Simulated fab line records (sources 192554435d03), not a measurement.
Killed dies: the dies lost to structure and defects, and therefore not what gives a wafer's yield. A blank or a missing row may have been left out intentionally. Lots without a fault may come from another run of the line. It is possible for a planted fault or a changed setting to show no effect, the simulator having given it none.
fab line records + flow n5-finfet
[record]
- lots = 4
- wafers = 12
- last-day = 17
route steps=1938 shown BEOL_M3@969 BEOL_M4@1111 PASSIVATION@1936
lots untouched by any fault: they come from a run of this same line in which no faults occurred
start-h: hours from the record's first day to the start of the lot's first wafer shown + wait-h: hours from the lot's prior step to this one + " as in the row above + L1.1+2: a row that stands for several wafers + - no value present, or no start provided + * or withheld: withheld + < > ~ a bound
route shown NAME@n: names a module that has steps shown in the file, with the first one's number in the route + usual: mean and standard deviation over wafers with no fault + same: alike in all rows + chamber/n: place in a boat + sites: per-site readings + _std_site: how widely they spread, as a standard deviation + _edge_site: mean of outer sites minus mean of inner sites + radius-mm: for every site, how far away it sits from the centre of the wafer + mask NAME#n: copy n + behind: the last tool/chamber to shape the wafer + hold: cause of the lot's hold/its duration in hours/its outcome + device: which transistor (n, p or np) failed to switch + end of line: the same wafers' tests at the end of the route + step lacking rows: just its recipe + killed: the dies lost at the first sort to structure and to defects; this is not the yield of the wafer + map: a wafer's dies, x killed, . not, _ none there
set.NAME: setting as actually run; set.NAME@STEP: the setting as run at that earlier step + model.NAME: the simulator's own value behind a step, which no gauge read
lots at selected steps of the route; one table per step, one row per wafer
services: when a tool's chamber went out of use (start-h, in hours from the record's first day, below 0 if earlier), for how many hours, and the reason
[[steps]]
[step N5_BEOL_M3_DESCUM_33]
[recipe]
- chemistry = O2
- time-s = 7
- source-power-w = 50
- bias-power-w = 20
- pressure-mtorr = 20
- rf-frequency-hz = 2.712e+07
- temp-c = 40
- resist = CAR-EUV
- o2-flow-sccm = 225
[step N5_BEOL_M3_ETCH_77]
[recipe]
- chemistry = N2/H2
- target = underlayer
- target-depth-a = 65
- mask-material = CAR-EUV
- time-s = 5.2
- ion-energy-ev = 200
- pressure-mtorr = 30
- source-w = 840
- bias-w = 150
- n2-flow-sccm = 200
- h2-flow-sccm = 200
- ends = cleared
[step N5_BEOL_M3_ETCH_69]
[recipe]
- chemistry = CF4
- target = SiARC
- target-depth-a = 156
- mask-material = CAR-EUV
- time-s = 26
- ion-energy-ev = 80
- pressure-mtorr = 40
- source-w = 545
- bias-w = 36
- Ar_flow_sccm = 100
- cf4-flow-sccm = 100
- ends = cleared
[step N5_BEOL_M3_ALD_98]
[recipe]
- material = SiO2
- target-thk-a = 25
- temp-c = 100
- ald-precursor-family = BDEAS
- ald-co-reactant = O2-plasma
- pulse-time-s = 1
- co-reactant-pulse-time-s = 1
- purge-time-s = 2
- co-reactant-purge-time-s = 2
- ald-cycles = 17
- pressure-torr = 2
[step N5_BEOL_M3_ETCHBACK_99]
[recipe]
- chemistry = CHF3
- target = SiO2
- target-depth-a = 50
- time-s = 10.4
- source-w = 215
- bias-w = 47
- Ar_flow_sccm = 200
- CHF3_flow_sccm = 12
- ion-energy-ev = 100
- pressure-mtorr = 30
[step N5_BEOL_M3_ETCH_70]
[recipe]
- chemistry = N2/H2
- target = SOC
- target-depth-a = 800
- overetch-a = 160
- mask-material = SiARC
- temp-c = 40
- time-s = 120
- ion-energy-ev = 200
- pressure-mtorr = 30
- source-w = 840
- bias-w = 150
- n2-flow-sccm = 200
- h2-flow-sccm = 200
[step N5_BEOL_M3_STRIP_71]
[recipe]
- chemistry = N2/H2
- temp-c = 40
- n2-flow-sccm = 200
- h2-flow-sccm = 200
- rf-frequency-hz = 6e+07
[step N5_BEOL_M3_STRIP_78]
[recipe]
- chemistry = N2/H2
- temp-c = 40
- n2-flow-sccm = 200
- h2-flow-sccm = 200
- rf-frequency-hz = 6e+07
[step N5_BEOL_M3_VIA_ETCH_34]
[recipe]
- chemistry = C4F6/O2
- target-depth-a = 694
- mask-material = SOC
- pressure-mtorr = 15
- ion-energy-ev = 250
- taper-deg = 4
- time-s = 65.9
- source-w = 350
- bias-w = 170
- Ar_flow_sccm = 300
- C4F6_flow_sccm = 10
- O2_flow_sccm = 10
[step N5_BEOL_M3_STRIP_83]
[recipe]
- chemistry = C4F6/O2
- resist = SiARC
- rf-frequency-hz = 6e+07
[step N5_BEOL_M3_STRIP_36]
[recipe]
- chemistry = N2/H2
- power-w = 450
- temp-c = 40
- pressure-mtorr = 20
- rf-frequency-hz = 6e+07
- overash-fraction = 0.3
- bias-power-w = 7
- h2-frac = 0.5
- n2-flow-sccm = 200
- h2-flow-sccm = 200
[usual]
- bias-power-w = 7.000/0.021
- chamber-pressure-mTorr = 19.999/0.029
- drypump-motor-current-A = 5.9/0.38
- oes-product-au = 0.73/0.066
- rf-vpp-V = 59.1/1.6
- showerhead-plenum-p-Torr = 2.50/0.094
- throttle-valve-pct = 23.7/0.37
| lot.wafer | tool        | chamber | start-h | wait-h | bias-power-w | chamber-pressure-mTorr | drypump-motor-current-A | oes-product-au | rf-hours-counter-h | rf-vpp-V | showerhead-plenum-p-Torr | throttle-valve-pct | model.SOC_of_BEOL_M3_COAT_67.thk-nm | model.SiO2_of_BEOL_M3_ALD_98.thk-nm |
|-----------|-------------|---------|---------|--------|--------------|------------------------|-------------------------|----------------|--------------------|----------|--------------------------|--------------------|-------------------------------------|-------------------------------------|
| L606.2    | rie-diel-05 | 1       | 196.54  | 0.0    | -            | -                      | -                       | -              | -                  | -        | -                        | -                  | 51.8                                | 2.4                                 |
| L606.3    | "           | 3       | "       | "      | -            | -                      | -                       | -              | -                  | -        | -                        | -                  | 52                                  | 2.4                                 |
| L606.6    | "           | 2       | "       | "      | -            | -                      | -                       | -              | -                  | -        | -                        | -                  | 51.8                                | 2.4                                 |
| L607.2    | rie-diel-01 | 0       | 212.03  | 0.0    | -            | -                      | -                       | -              | -                  | -        | -                        | -                  | 52.2                                | 2.6                                 |
| L607.3    | "           | 1       | "       | "      | -            | -                      | -                       | -              | -                  | -        | -                        | -                  | 52.6                                | 2.4                                 |
| L607.5    | "           | 1       | "       | "      | -            | -                      | -                       | -              | -                  | -        | -                        | -                  | 52.8                                | 2.4                                 |
| L619.1    | rie-diel-01 | 3       | 282.42  | 0.0    | 7.002        | 19.977                 | 5.6                     | 0.69           | 222                | 57.8     | 2.61                     | 23.8               | 0                                   | 0                                   |
| L619.2    | "           | 1       | "       | "      | 6.970        | 20.016                 | 6.1                     | 0.70           | 243                | 59.6     | 2.49                     | 23.9               | 0                                   | 0                                   |
| L619.6    | "           | 1       | "       | "      | 6.975        | 20.008                 | 6.1                     | 0.69           | -                  | 58.3     | 2.49                     | 23.9               | 0                                   | 0                                   |
| L620.1    | rie-diel-05 | 0       | 286.06  | 0.0    | 6.985        | 20.003                 | 6.4                     | 0.90           | 26                 | 59.1     | 2.71                     | 24.0               | 0                                   | 0                                   |
| L620.2    | "           | 2       | "       | "      | 7.007        | 20.039                 | 6.2                     | 0.97           | 4                  | 59.2     | 2.70                     | 22.8               | 0                                   | 0                                   |
| L620.4    | "           | 1       | "       | "      | 7.018        | 20.021                 | 6.0                     | 0.73           | 200                | 59.0     | 2.51                     | 23.3               | 0                                   | 0                                   |
[step N5_BEOL_M3_TRENCH_ETCH_37]
[recipe]
- chemistry = C4F6/O2
- target-depth-a = 555.55
- target = SiOC
- time-s = 29.2
- ion-energy-ev = 250
- pressure-mtorr = 30
- source-w = 355
- bias-w = 185
- Ar_flow_sccm = 300
- C4F6_flow_sccm = 10
- O2_flow_sccm = 10
[step N5_BEOL_M3_ETCH_41]
[recipe]
- chemistry = CH3F/O2
- target = SiCN
- target-depth-a = 299
- taper-deg = 2
- time-s = 52.5
- ion-energy-ev = 120
- mask-material = TiN
- pressure-mtorr = 30
- source-w = 395
- bias-w = 75
- Ar_flow_sccm = 150
- CH3F_flow_sccm = 30
- O2_flow_sccm = 20
[usual]
- drypump-motor-current-A = 5.9/0.38
- oes-product-au = 0.73/0.07
- rf-vpp-V = 296.9/1.7
- showerhead-plenum-p-Torr = 1.97/0.076
- throttle-valve-pct = 16.46/0.23
| lot.wafer | tool        | chamber | start-h | wait-h | drypump-motor-current-A | oes-product-au | rf-hours-counter-h | rf-vpp-V | showerhead-plenum-p-Torr | throttle-valve-pct | model.SOC_of_BEOL_M3_COAT_67.thk-nm |
|-----------|-------------|---------|---------|--------|-------------------------|----------------|--------------------|----------|--------------------------|--------------------|-------------------------------------|
| L606.2    | rie-diel-05 | 1       | 196.61  | 0.0    | 6.0                     | 0.74           | 179                | 297.8    | 1.99                     | 16.22              | 35                                  |
| L606.3    | "           | 3       | "       | "      | 6.2                     | 0.69           | 215                | 298.1    | 2.07                     | 16.58              | 35.4                                |
| L606.6    | "           | 2       | "       | "      | 6.2                     | 0.69           | -                  | 295.6    | 1.90                     | 16.17              | 35                                  |
| L607.2    | rie-diel-01 | 0       | 212.10  | 0.0    | 6.2                     | 0.71           | 219                | 297.2    | 1.90                     | 16.48              | 35.6                                |
| L607.3    | "           | 1       | "       | "      | 6.1                     | 0.69           | 222                | 296.9    | 1.97                     | 16.60              | 36.8                                |
| L607.5    | "           | 1       | "       | "      | 6.1                     | 0.70           | -                  | 296.3    | 1.97                     | 16.61              | 37                                  |
| L619.1    | rie-diel-01 | 3       | -       | -      | 5.6                     | 0.69           | 222                | 300.4    | 2.08                     | 16.66              | 0                                   |
| L619.2    | "           | 1       | "       | "      | 6.1                     | 0.68           | 244                | 295.9    | 1.97                     | 16.64              | 0                                   |
| L619.6    | "           | 1       | "       | "      | 6.1                     | 0.68           | -                  | 297.8    | 1.97                     | 16.64              | 0                                   |
| L620.1    | rie-diel-05 | 0       | -       | -      | 6.4                     | 0.90           | 26                 | 301.6    | 2.12                     | 16.44              | 0                                   |
| L620.2    | "           | 2       | "       | "      | 6.2                     | 0.96           | 4                  | 300.7    | 2.14                     | 15.81              | 0                                   |
| L620.4    | "           | 1       | "       | "      | 6.0                     | 0.73           | 200                | 297.1    | 1.99                     | 16.24              | 0                                   |
[step N5_BEOL_M3_STRIP_97]
[recipe]
- chemistry = N2/H2
- time-s = 10
- power-w = 450
- temp-c = 40
- pressure-mtorr = 20
- rf-frequency-hz = 6e+07
- bias-power-w = 7
- n2-flow-sccm = 200
- h2-flow-sccm = 200
[step N5_BEOL_M4_RC_MEAS_101]
[usual]
- DIBL_N = 36.0/1.7
- DIBL_P = 35.8/2
- IOFF_N = 0.15/0.03
- IOFF_P = 0.20/0.037
- ION_N = 670/12
- ION_P = 460/7.2
- SS_N = 71.5/0.68
- SS_P = 73.2/0.65
- VT_N = 250/3.1
- VT_P = -251/3.4
| lot.wafer | tool      | chamber | start-h | wait-h | DIBL_N[mV/V] | DIBL_P[mV/V] | IOFF_N[nA/um] | IOFF_P[nA/um] | ION_N[uA/um] | ION_P[uA/um] | SS_N[mV/dec] | SS_P[mV/dec] | VT_N[mV] | VT_P[mV] |
|-----------|-----------|---------|---------|--------|--------------|--------------|---------------|---------------|--------------|--------------|--------------|--------------|----------|----------|
| L619.1    | prober-01 | 0       | 297.97  | 0.0    | 35.7         | 36.3         | 0.14          | 0.18          | 681          | 469          | 70.6         | 73.5         | 251      | -254     |
| L619.2    | "         | 0       | "       | "      | 31.8         | 31.9         | 0.10          | 0.13          | 645          | 445          | 70.0         | 72.4         | 259      | -258     |
| L619.6    | "         | 0       | "       | "      | 35.0         | 35.2         | 0.14          | 0.17          | 655          | 452          | 71.1         | 73.4         | 252      | -255     |
| L620.1    | prober-02 | 0       | 305.10  | 0.0    | 36.5         | 36.3         | 0.16          | 0.22          | 680          | 466          | 71.0         | 73.4         | 249      | -250     |
| L620.2    | "         | 0       | "       | "      | 39.0         | 38.8         | 0.23          | 0.27          | 699          | 471          | 71.5         | 74.2         | 242      | -246     |
| L620.4    | "         | 0       | "       | "      | 38.6         | 38.2         | 0.20          | 0.26          | 688          | 468          | 71.6         | 74.0         | 245      | -246     |
[step N5_PASSIVATION_PROBE_49]
[usual]
- defect-limited-yield = 91.4/1.5
- killed_at_M0_to_M3 = 32/9.8
- killed_at_M4_up = 15/5.6
- killed-at-contacts = 12/5.4
- killed-at-front-end = 40/13
- killed-at-other = 3.0/2.1
- killed-dies = 102/17
- killed-on-rim = 14/4.4
- killed-open = 67/13
- killed-short = 32/7.1
- sort_bin_5_function = 5.1/0.96
- sort_bin_6_memory = 3.2/0.7
- sort-n-pass = 1078/18
- sort-yield-pct = 91.3/1.5
[same]
- gross-dies = 1180
- killed-at-back-side = 0
- sort_bin_4_leakage[%] = 0
- sort_bin_8_speed[%] = 0
| lot.wafer | tool      | chamber | start-h | wait-h | defect-limited-yield[%] | killed_at_M0_to_M3 | killed_at_M4_up | killed-at-contacts | killed-at-front-end | killed-at-other | killed-dies | killed-on-rim | killed-open | killed-short | sort_bin_5_function[%] | sort_bin_6_memory[%] | sort-n-pass | sort-yield-pct[%] |
|-----------|-----------|---------|---------|--------|-------------------------|--------------------|-----------------|--------------------|---------------------|-----------------|-------------|---------------|-------------|--------------|------------------------|----------------------|-------------|-------------------|
| L606.2    | prober-02 | -       | 322.30  | 0.1    | 0                       | 1127               | 11              | 3                  | 36                  | 3               | 1180        | 152           | 48          | 27           | 97.9                   | 1.9                  | 0           | 0                 |
| L606.3    | prober-02 | -       | 322.35  | 0.1    | 0                       | 1120               | 19              | 8                  | 28                  | 5               | 1180        | 152           | 53          | 22           | 96.9                   | 2.9                  | 0           | 0                 |
| L606.6    | prober-02 | -       | 322.50  | 0.3    | 0                       | 1137               | 15              | 5                  | 23                  | 0               | 1180        | 152           | 41          | 19           | 97.6                   | 2.1                  | 0           | 0                 |
| L607.2    | prober-01 | -       | 331.85  | 0.1    | 0                       | 1094               | 24              | 21                 | 34                  | 7               | 1180        | 152           | 63          | 35           | 96.9                   | 3.0                  | 0           | 0                 |
| L607.3    | prober-01 | -       | 331.90  | 0.1    | 0                       | 1105               | 12              | 12                 | 50                  | 1               | 1180        | 152           | 75          | 28           | 96.5                   | 3.4                  | 0           | 0                 |
| L607.5    | prober-01 | -       | 332.00  | 0.2    | 0                       | 1096               | 19              | 20                 | 41                  | 4               | 1180        | 152           | 84          | 32           | 95.8                   | 3.8                  | 0           | 0                 |
// killed by level:class
L606.2 BEOL_M3:area-etch=1105 GATE_CUT:geometric-particle:short=9 BEOL_M1:geometric-particle:open=8 FIN_SAQP:geometric-particle:short=7 GATE_CUT:geometric-particle:open=5 BEOL_M2:geometric-particle:open=4 BEOL_M5:geometric-particle:open=4 STI_FIN_REVEAL:geometric-particle:open=3
L606.3 BEOL_M3:area-etch=1104 BEOL_M4:geometric-particle:open=9 STI_FIN_REVEAL:geometric-particle:open=6 MOL_CONTACT_COAG:geometric-particle:open=6 STARTING-WAFER:geometric-particle:open=5 DUMMY_GATE:geometric-particle:open=4 BEOL_M0_SAQP:geometric-particle:open=4 BEOL_M0_SAQP:geometric-particle:short=4
L606.6 BEOL_M3:area-etch=1119 GATE_CUT:geometric-particle:short=7 BEOL_M4:geometric-particle:open=5 BEOL_M2:geometric-particle:open=5 STI_FIN_REVEAL:geometric-particle:open=4 MOL_CONTACT_COAG:geometric-particle:open=4 BEOL_M1:geometric-particle:open=4 BEOL_M6:geometric-particle:open=4
L607.2 BEOL_M3:area-etch=1082 MOL_CONTACT_COAG:geometric-particle:open=18 BEOL_M4:geometric-particle:open=11 FIN_SAQP:geometric-particle:short=6 FIN_SAQP:geometric-particle:open=6 BEOL_M0_SAQP:geometric-particle:short=5 STI_FIN_REVEAL:geometric-particle:open=4 STI_FIN_REVEAL:geometric-particle:short=4
L607.3 BEOL_M3:area-etch=1077 FIN_SAQP:geometric-particle:open=16 STI_FIN_REVEAL:geometric-particle:open=12 MOL_CONTACT_COAG:geometric-particle:open=9 BEOL_M0_SAQP:geometric-particle:open=8 FIN_SAQP:geometric-particle:short=7 BEOL_M4:geometric-particle:open=7 BEOL_M0_SAQP:geometric-particle:short=6
L607.5 BEOL_M3:area-etch=1064 MOL_CONTACT_COAG:geometric-particle:open=15 STI_FIN_REVEAL:geometric-particle:open=11 BEOL_M4:geometric-particle:open=11 STARTING-WAFER:geometric-particle:open=10 BEOL_M0_SAQP:geometric-particle:short=9 BEOL_M2:geometric-particle:open=7 BEOL_M0_SAQP:geometric-particle:open=6
// map L606.2 (x killed, . not)
_________________xxxxxxxxxxxx________________
______________xxxxxxxxxxxxxxxxxx_____________
___________xxxxxxxxxxxxxxxxxxxxxxxx__________
__________xxxxxxxxxxxxxxxxxxxxxxxxxx_________
________xxxxxxxxxxxxxxxxxxxxxxxxxxxxxx_______
_______xxxxxxxxxxxxxxxxxxxxxxxxxxxxxxxx______
______xxxxxxxxxxxxxxxxxxxxxxxxxxxxxxxxxx_____
_____xxxxxxxxxxxxxxxxxxxxxxxxxxxxxxxxxxxx____
____xxxxxxxxxxxxxxxxxxxxxxxxxxxxxxxxxxxxxx___
___xxxxxxxxxxxxxxxxxxxxxxxxxxxxxxxxxxxxxxxx__
___xxxxxxxxxxxxxxxxxxxxxxxxxxxxxxxxxxxxxxxx__
__xxxxxxxxxxxxxxxxxxxxxxxxxxxxxxxxxxxxxxxxxx_
__xxxxxxxxxxxxxxxxxxxxxxxxxxxxxxxxxxxxxxxxxx_
_xxxxxxxxxxxxxxxxxxxxxxxxxxxxxxxxxxxxxxxxxxxx
_xxxxxxxxxxxxxxxxxxxxxxxxxxxxxxxxxxxxxxxxxxxx
_xxxxxxxxxxxxxxxxxxxxxxxxxxxxxxxxxxxxxxxxxxxx
_xxxxxxxxxxxxxxxxxxxxxxxxxxxxxxxxxxxxxxxxxxxx
_xxxxxxxxxxxxxxxxxxxxxxxxxxxxxxxxxxxxxxxxxxxx
_xxxxxxxxxxxxxxxxxxxxxxxxxxxxxxxxxxxxxxxxxxxx
_xxxxxxxxxxxxxxxxxxxxxxxxxxxxxxxxxxxxxxxxxxxx
_xxxxxxxxxxxxxxxxxxxxxxxxxxxxxxxxxxxxxxxxxxxx
__xxxxxxxxxxxxxxxxxxxxxxxxxxxxxxxxxxxxxxxxxx_
__xxxxxxxxxxxxxxxxxxxxxxxxxxxxxxxxxxxxxxxxxx_
___xxxxxxxxxxxxxxxxxxxxxxxxxxxxxxxxxxxxxxxx__
___xxxxxxxxxxxxxxxxxxxxxxxxxxxxxxxxxxxxxxxx__
____xxxxxxxxxxxxxxxxxxxxxxxxxxxxxxxxxxxxxx___
_____xxxxxxxxxxxxxxxxxxxxxxxxxxxxxxxxxxxx____
______xxxxxxxxxxxxxxxxxxxxxxxxxxxxxxxxxx_____
_______xxxxxxxxxxxxxxxxxxxxxxxxxxxxxxxx______
________xxxxxxxxxxxxxxxxxxxxxxxxxxxxxx_______
__________xxxxxxxxxxxxxxxxxxxxxxxxxx_________
___________xxxxxxxxxxxxxxxxxxxxxxxx__________
______________xxxxxxxxxxxxxxxxxx_____________
_________________xxxxxxxxxxxx________________
// map L607.2 (x killed, . not)
_________________xxxxxxxxxxxx________________
______________xxxxxxxxxxxxxxxxxx_____________
___________xxxxxxxxxxxxxxxxxxxxxxxx__________
__________xxxxxxxxxxxxxxxxxxxxxxxxxx_________
________xxxxxxxxxxxxxxxxxxxxxxxxxxxxxx_______
_______xxxxxxxxxxxxxxxxxxxxxxxxxxxxxxxx______
______xxxxxxxxxxxxxxxxxxxxxxxxxxxxxxxxxx_____
_____xxxxxxxxxxxxxxxxxxxxxxxxxxxxxxxxxxxx____
____xxxxxxxxxxxxxxxxxxxxxxxxxxxxxxxxxxxxxx___
___xxxxxxxxxxxxxxxxxxxxxxxxxxxxxxxxxxxxxxxx__
___xxxxxxxxxxxxxxxxxxxxxxxxxxxxxxxxxxxxxxxx__
__xxxxxxxxxxxxxxxxxxxxxxxxxxxxxxxxxxxxxxxxxx_
__xxxxxxxxxxxxxxxxxxxxxxxxxxxxxxxxxxxxxxxxxx_
_xxxxxxxxxxxxxxxxxxxxxxxxxxxxxxxxxxxxxxxxxxxx
_xxxxxxxxxxxxxxxxxxxxxxxxxxxxxxxxxxxxxxxxxxxx
_xxxxxxxxxxxxxxxxxxxxxxxxxxxxxxxxxxxxxxxxxxxx
_xxxxxxxxxxxxxxxxxxxxxxxxxxxxxxxxxxxxxxxxxxxx
_xxxxxxxxxxxxxxxxxxxxxxxxxxxxxxxxxxxxxxxxxxxx
_xxxxxxxxxxxxxxxxxxxxxxxxxxxxxxxxxxxxxxxxxxxx
_xxxxxxxxxxxxxxxxxxxxxxxxxxxxxxxxxxxxxxxxxxxx
_xxxxxxxxxxxxxxxxxxxxxxxxxxxxxxxxxxxxxxxxxxxx
__xxxxxxxxxxxxxxxxxxxxxxxxxxxxxxxxxxxxxxxxxx_
__xxxxxxxxxxxxxxxxxxxxxxxxxxxxxxxxxxxxxxxxxx_
___xxxxxxxxxxxxxxxxxxxxxxxxxxxxxxxxxxxxxxxx__
___xxxxxxxxxxxxxxxxxxxxxxxxxxxxxxxxxxxxxxxx__
____xxxxxxxxxxxxxxxxxxxxxxxxxxxxxxxxxxxxxx___
_____xxxxxxxxxxxxxxxxxxxxxxxxxxxxxxxxxxxx____
______xxxxxxxxxxxxxxxxxxxxxxxxxxxxxxxxxx_____
_______xxxxxxxxxxxxxxxxxxxxxxxxxxxxxxxx______
________xxxxxxxxxxxxxxxxxxxxxxxxxxxxxx_______
__________xxxxxxxxxxxxxxxxxxxxxxxxxx_________
___________xxxxxxxxxxxxxxxxxxxxxxxx__________
______________xxxxxxxxxxxxxxxxxx_____________
_________________xxxxxxxxxxxx________________
[[services]]
| tool        | chamber | start-h | hours | kind                          |
|-------------|---------|---------|-------|-------------------------------|
| rie-diel-05 | 0       | 192.88  | -     | clean                         |
| rie-diel-05 | 0       | 192.88  | -     | consumable-replace:focus-ring |
| rie-diel-05 | 0       | 192.88  | -     | consumable-replace:showerhead |
| rie-diel-05 | 0       | 192.88  | 15.2  | scheduled-down                |
| rie-diel-05 | 0       | 192.88  | 15.2  | vent-cycle                    |
| rie-diel-05 | 1       | 197.55  | 24.1  | repair                        |
| rie-diel-05 | 1       | 244.64  | 5.5   | repair                        |
| rie-diel-01 | 0       | 249.43  | 3.8   | repair                        |
| rie-diel-05 | 2       | 250.16  | -     | clean                         |
| rie-diel-05 | 2       | 250.16  | -     | consumable-replace:focus-ring |
| rie-diel-05 | 2       | 250.16  | -     | consumable-replace:showerhead |
| rie-diel-05 | 2       | 250.16  | 21.8  | scheduled-down                |
| rie-diel-05 | 2       | 250.16  | 21.8  | vent-cycle                    |
| rie-diel-01 | 2       | 265.90  | 16.8  | repair                        |
[[key]]
[first-sign]
- step = N5_BEOL_M3_STRIP_36
- reading = tool-record
- direction = missing
[effect]
- step = N5_PASSIVATION_PROBE_49
- reading = killed_at_M0_to_M3
- direction = up
- sigmas = 99+
- usual = 32
- struck = 1113
[model-effect]
- step = N5_BEOL_M3_STRIP_36
- value = SOC_of_BEOL_M3_COAT_67.thk-nm
- without = 0
- struck = 52.2
[model-effect]
- step = N5_BEOL_M3_ETCH_41
- value = SOC_of_BEOL_M3_COAT_67.thk-nm
- without = 0
- struck = 35.8
[more-kills-born-at]
- N5_BEOL_M3_ETCH_41@rie-diel-05 = 3328
- N5_BEOL_M3_ETCH_41@rie-diel-01 = 3223
met-at N5_BEOL_M3_STRIP_36
struck-wafers L606.2,L606.3,L606.6,L607.2,L607.3,L607.5
later-rows-left-out L606.2,L606.3,L606.6,L607.2,L607.3,L607.5
[fault]
- kind = skipped-step-whole
- tool = rie-diel-01,rie-diel-05
- chamber = -
- onset-h = 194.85
- steps = N5_BEOL_M3_STRIP_36
- scope = struck-lots-only
// later-rows-left-out: the simulator's readings of these wafers behind a module that went badly wrong aren't trusted and aren't shown, but for the sort
